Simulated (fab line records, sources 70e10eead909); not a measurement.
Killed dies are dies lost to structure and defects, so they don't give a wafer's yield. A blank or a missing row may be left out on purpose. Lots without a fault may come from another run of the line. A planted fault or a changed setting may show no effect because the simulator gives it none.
A struck lot beside a sound one | flow nand_harc | 36 steps out of a route of 1159
Sound: wafers L950.1, L950.4, L950.6. Struck: wafers L954.2, L954.3, L954.6. The cause comes at the end.
At each step with rows: each side's tool, then ch and its chambers, then its first start. Under that, the readings that differ: sound wafers | struck wafers | difference of the means | sigmas: that difference in standard deviations of wafers without a fault.
alike: readings whose means differ by less than 2 such deviations, and words and numbers that are the same on both sides. not compared: withheld readings, readings that some wafer has no value for, bounds like >300 that may hide the same value, and numbers for which the record gives no deviation and whose values overlap.
The two part at a step that has a row with sigmas, a row that says differs or no value, or rows on one side only. Numbers that don't overlap but have no deviation are shown without sigmas and don't part them. A reading that every wafer of one side lacks parts them only if that side has two wafers or more.

NHARC_P_START_INSPECT_01:
  sound on defect_inspect-01, day 1 12:02; struck on defect_inspect-01, day 2 12:02
  alike: raw_defect_count
then, 2 steps without rows for these wafers: NHARC_P_ZERO_WELL_PRECLEAN_00 (cleans in SPM, time 600 s); NHARC_P_ZERO_WELL_SRD_01.
NHARC_P_ZERO_WELL_PECVD_02: deposits SiO2, target thk 10 nm.
  sound on pecvd-01 ch 0,2, day 1 12:26; struck on pecvd-01 ch 0,1, day 2 12:43
then, 9 steps without rows for these wafers: NHARC_P_ZERO_WELL_DEHYDRATE_03 (time 120 s); NHARC_P_ZERO_WELL_HMDS_04 (time 30 s); NHARC_P_ZERO_WELL_COAT_64 (time 65 s); NHARC_P_ZERO_WELL_COAT_05 (resist thk 600 nm); NHARC_P_ZERO_WELL_SOFTBAKE_06 (time 70 s); NHARC_P_ZERO_WELL_EBR_07; NHARC_P_ZERO_WELL_EXPOSE_08 (exposes mask P ZERO, target cd 500 nm); NHARC_P_ZERO_WELL_PEB_09 (peb time 80 s); NHARC_P_ZERO_WELL_DEVELOP_10 (time 50 s).
NHARC_P_ZERO_WELL_CD_MEAS_11: target cd 500 nm.
  sound on cd_sem-03 ch 0, day 1 13:07; struck on cd_sem-02 ch 0, day 2 13:31
  reading    | sound             | struck            | difference | sigmas
  cd_nm (nm) | 500.9 500.8 504.1 | 493.2 498.6 496.5 | -5.8       | -3
then, 1 step without rows for these wafers: NHARC_P_ZERO_WELL_HARDBAKE_12 (time 65 s).
NHARC_P_ZERO_WELL_DESCUM_13: chemistry O2, time 3 s.
  sound on rie_diel-07 ch 1,3, day 1 13:17; struck on rie_diel-07 ch 0,2, day 2 13:41
  reading               | sound             | struck            | difference | sigmas
  oes_product_au (a.u.) | 1.017 0.997 1.013 | 0.980 0.971 0.978 | -0.033     | -2
  alike: drypump_motor_current_A, rf_vpp_V, showerhead_plenum_p_Torr, throttle_valve_pct
  not compared: rf_hours_counter_h
NHARC_P_ZERO_WELL_ETCH_65: etches the open film in N2/H2, target depth 80 nm, overetch 24 nm, time 87.88 s.
  sound on rie_diel-07 ch 1,3, day 1 13:23; struck on rie_diel-07 ch 0,2, day 2 13:46
  alike: drypump_motor_current_A, n2_flow_sccm, oes_product_au, rf_vpp_V, showerhead_plenum_p_Torr, throttle_valve_pct
  not compared: rf_hours_counter_h
NHARC_P_ZERO_WELL_ETCH_62: etches the open film in CHF3/Ar, target depth 13 nm, time 6.5 s.
  sound on rie_diel-07 ch 1,2,3; struck on rie_diel-07 ch 2,3
  alike: drypump_motor_current_A, oes_product_au, rf_vpp_V, showerhead_plenum_p_Torr, throttle_valve_pct
  not compared: rf_hours_counter_h
NHARC_P_ZERO_WELL_ETCH_63: etches the open film in HBr/Cl2, target depth 120 nm, time 40.1 s.
  sound on rie_si-01 ch 0,2, day 1 13:34; struck on rie_si-01 ch 2,3, day 2 13:58
  alike: drypump_motor_current_A, oes_product_au, throttle_valve_pct
  not compared: rf_hours_counter_h
then, 9 steps without rows for these wafers: NHARC_P_ZERO_WELL_STRIP_15 (strips in SPM, time 900 s); NHARC_P_ZERO_WELL_DEHYDRATE_16 (time 120 s); NHARC_P_ZERO_WELL_HMDS_17 (time 30 s); NHARC_P_ZERO_WELL_COAT_18; NHARC_P_ZERO_WELL_SOFTBAKE_19 (time 95 s); NHARC_P_ZERO_WELL_EBR_20; NHARC_P_ZERO_WELL_EXPOSE_21 (exposes mask P NWELL, target cd 720 nm); NHARC_P_ZERO_WELL_PEB_22 (peb time 85 s); NHARC_P_ZERO_WELL_DEVELOP_23 (time 70 s).
NHARC_P_ZERO_WELL_CD_MEAS_24: target cd 720 nm.
  sound on cd_sem-03 ch 0, day 1 14:31; struck on cd_sem-03 ch 0, day 2 14:56
  reading    | sound             | struck            | difference | sigmas
  cd_nm (nm) | 721.3 722.0 724.2 | 718.7 716.1 718.3 | -4.8       | -2
then, 1 step without rows for these wafers: NHARC_P_ZERO_WELL_HARDBAKE_25 (time 80 s).
NHARC_P_ZERO_WELL_DESCUM_26: chemistry O2, time 3 s.
  sound on rie_diel-07 ch 2,3, day 1 14:42; struck on rie_diel-07 ch 0,2, day 2 15:05
  alike: drypump_motor_current_A, oes_product_au, rf_vpp_V, showerhead_plenum_p_Torr, throttle_valve_pct
  not compared: rf_hours_counter_h
then, 2 steps without rows for these wafers: NHARC_P_ZERO_WELL_IMPLANT_27; NHARC_P_ZERO_WELL_IMPLANT_57.
NHARC_P_ZERO_WELL_INSPECT_43:
  sound on defect_inspect-01, day 1 19:47; struck on defect_inspect-02, day 2 19:55
  reading          | sound   | struck      | difference | sigmas
  raw_defect_count | 10 2 15 | 410 434 442 | +420       | +70
NHARC_P_STI_INSPECT_11:
  sound on defect_inspect-02, day 2 16:14; struck on defect_inspect-01, day 3 08:05
  reading          | sound | struck      | difference | sigmas
  raw_defect_count | 4 8 3 | 397 426 422 | +410       | +99 or more
-- the record jumps here: 16 days lie between the struck wafers' starts before and after (it left off in module P_STI and takes up again in module END, whose first step shown is number 1159 of the route) --
NHARC_END_SORT_01:
  the record has rows for the struck wafers here (prober-02 ch 0, day 19 17:32) and none for the sound ones

WHERE THEY PART
First at NHARC_P_ZERO_WELL_CD_MEAS_11; last, within this record, at NHARC_END_SORT_01.

WHY: what the simulator had put in
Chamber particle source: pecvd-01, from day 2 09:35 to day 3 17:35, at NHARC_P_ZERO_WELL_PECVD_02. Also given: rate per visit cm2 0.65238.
